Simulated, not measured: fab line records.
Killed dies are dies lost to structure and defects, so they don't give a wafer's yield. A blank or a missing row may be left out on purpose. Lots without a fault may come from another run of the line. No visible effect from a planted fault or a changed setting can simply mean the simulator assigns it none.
Comparing a struck lot with a sound one | flow n5 finfet | 21 steps out of a route of 1938
Sound: wafers L379.1, L379.5, L379.6. Struck: wafers L390.1, L390.3, L390.4. The cause comes at the end.
Per side, at each step with rows, come the tool, then ch with its chambers, and then its first start. Under that, the readings that differ: sound wafers | struck wafers | difference of the means | sigmas: that difference in standard deviations of wafers without a fault.
alike: same words and numbers on both sides, and readings whose means sit less than 2 such deviations apart. not compared: any withheld reading, any reading some wafer has no value for, any bound like >300 that may hide the same value, and any number with overlapping values for which the record gives no deviation.
A row with sigmas, a row that says differs or no value, or rows on one side alone: a step with any of these is where the two part. Numbers that have no deviation but don't overlap get no sigmas and don't part them. A reading missing from all wafers of one side parts the sides only when that side holds two or more wafers.

N5_WELL_APT_CD_MEAS_08 targets a cd of 200 nm.
  sound on cd sem-01 ch 0, day 2 08:03; struck on cd sem-03 ch 0, day 5 01:38
  reading    | sound             | struck            | difference | sigmas
  cd nm (nm) | 197.5 199.0 198.4 | 200.1 200.6 201.4 | +2.4       | +2
N5_WELL_APT_OVL_MEAS_09:
  sound on overlay-02 ch 0, day 2 08:05; struck on overlay-02 ch 0, day 5 01:40
  reading        | sound | struck     | difference | sigmas
  NWELL_OVL (nm) | 2 3 2 | -10 -12 -4 | -11        | -2
N5_WELL_APT_INSPECT_10: inspects for defects (macro).
  struck on defect inspect-02, day 5 01:41; sound on defect inspect-02, day 2 08:07
  alike: raw defect count
N5_WELL_APT_DESCUM_13: chemistry O2, time 7.9 s.
  sound on rie diel-04 ch 1,2,3, day 2 08:08; struck on rie diel-04 ch 0,2,3, day 5 01:43
  alike: drypump motor current A, oes product au, rf fwd power W, rf vpp V, showerhead plenum p Torr, throttle valve pct
  not compared: rf hours counter h
then, 8 steps without rows for these wafers: N5_WELL_APT_IMPLANT_14; N5_WELL_APT_IMPLANT_15; N5_WELL_APT_STRIP_16 (strips in SPM, time 900 s); N5_WELL_APT_HMDS_18 (time 60 s); N5_WELL_APT_COAT_19 (resist thk 950 nm); N5_WELL_APT_EBR_21; N5_WELL_APT_SOFTBAKE_20 (time 60 s); N5_WELL_APT_EXPOSE_22 (exposes mask PWELL, defocus 0 nm, target cd 200 nm).
N5_WELL_APT_PEB_23: peb time 90 s.
  sound on litho track-03 ch 0, day 2 09:04; struck on litho track-03 ch 0, day 5 02:46
then, 2 steps without rows for these wafers: N5_WELL_APT_DEVELOP_24 (develop time 45 s); N5_WELL_APT_HARDBAKE_29 (time 120 s).
N5_WELL_APT_CD_MEAS_25 targets a cd of 200 nm.
  sound on cd sem-03 ch 0, day 2 09:11; struck on cd sem-03 ch 0, day 5 02:53
  reading    | sound             | struck            | difference | sigmas
  cd nm (nm) | 198.8 199.3 200.3 | 206.2 205.6 207.2 | +6.9       | +5
N5_WELL_APT_OVL_MEAS_26:
  sound on overlay-01 ch 0, day 2 09:13; struck on overlay-01 ch 0, day 5 02:55
  alike: PWELL_OVL
N5_WELL_APT_INSPECT_27: inspects for defects (macro).
  struck on defect inspect-02, day 5 02:56; sound on defect inspect-01, day 2 09:14
  alike: raw defect count
N5_WELL_APT_DESCUM_30: chemistry O2, time 7.9 s.
  sound on rie diel-04 ch 1,2,3, day 2 09:17; struck on rie diel-05 ch 0,1,3, day 5 02:58
  reading                   | sound           | struck            | difference | sigmas
  model.WELL_APT.cd nm (nm) | 199 199.4 200.3 | 206.3 205.3 207.2 | +6.7       |
  alike: drypump motor current A, oes product au, rf fwd power W, rf vpp V, showerhead plenum p Torr, throttle valve pct
  not compared: rf hours counter h
then, 1 step without rows for these wafers: N5_WELL_APT_IMPLANT_31.
-- here the record skips 6 days between the struck wafers' starts before and after, leaving off in module WELL_APT and picking up in module BEOL_M4 (first step shown: number 1111 of the route) --
N5_BEOL_M4_RC_MEAS_101:
  sound on prober-02 ch 0, day 8 15:33; struck on prober-01 ch 0, day 11 09:48
  alike: DIBL_N, DIBL_P, IOFF_N, IOFF_P, ION_N, ION_P, SS_N, SS_P, VT_N, VT_P

== WHERE THEY PART ==
At N5_WELL_APT_CD_MEAS_08 first; at N5_WELL_APT_CD_MEAS_25 last (within this record only). Later steps at which nothing parts them and some readings are alike: N5_WELL_APT_OVL_MEAS_26, N5_WELL_APT_INSPECT_27, N5_WELL_APT_DESCUM_30, N5_BEOL_M4_RC_MEAS_101.

WHY: the cause the simulator had injected
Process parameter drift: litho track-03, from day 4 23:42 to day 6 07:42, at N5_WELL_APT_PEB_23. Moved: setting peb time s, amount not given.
